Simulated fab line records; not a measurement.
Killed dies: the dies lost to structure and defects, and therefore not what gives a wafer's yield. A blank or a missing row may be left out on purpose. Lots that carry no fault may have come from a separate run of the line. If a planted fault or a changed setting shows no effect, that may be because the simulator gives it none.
Matching of chambers -- flow nand harc -- rie diel-13 running NHARC_P_BONDPAD_ACTIVATE_29: 4 sister chambers
The step chemistry N2, time 60 s. 4 wafers are shown with their chamber, then 12 later ones without.

== WAFERS PAIRED WITH THEIR CHAMBERS ==
wafer,chamber,showerhead plenum p Torr (Torr)
L254.4,2,1.65
L259.1,0,1.82
L257.3,1,1.75
L257.5,3,1.78

== WAFERS MISSING THEIR CHAMBER ==
wafer,showerhead plenum p Torr (Torr)
L258.1,1.75
L258.5,1.78
L258.6,1.83
L263.1,1.75
L263.2,1.65
L263.3,1.82
L266.3,1.82
L266.5,1.78
L266.6,1.65
L268.3,1.65
L268.4,1.77
L268.6,1.77

== WHICH CHAMBER EACH WENT THROUGH ==
wafer,from the rows above,in truth
L258.1,1,1
L258.5,3,3
L258.6,0,0
L263.1,1,1
L263.2,2,2
L263.3,0,0
L266.3,0,0
L266.5,3,3
L266.6,2,2
L268.3,2,2
L268.4,3,3
L268.6,3,3
Placed correctly: 12 of 12. Number that these rows cannot place: 0. Number placed wrongly: 0.
How it was worked out, from the rows above alone: a wafer's distance from a chamber is the root of the sum, over the readings, of the square of ((its reading less the chamber's mean) divided by the reading's scatter). If the next closest chamber is less than 2 further off than the closest, the wafer can't be placed; otherwise it belongs to the closest. Each chamber's mean is taken over the wafers shown for it. The scatter (one wafer shown for each chamber): square how far every hidden wafer sits from the nearest shown wafer, average those squares and take the square root.
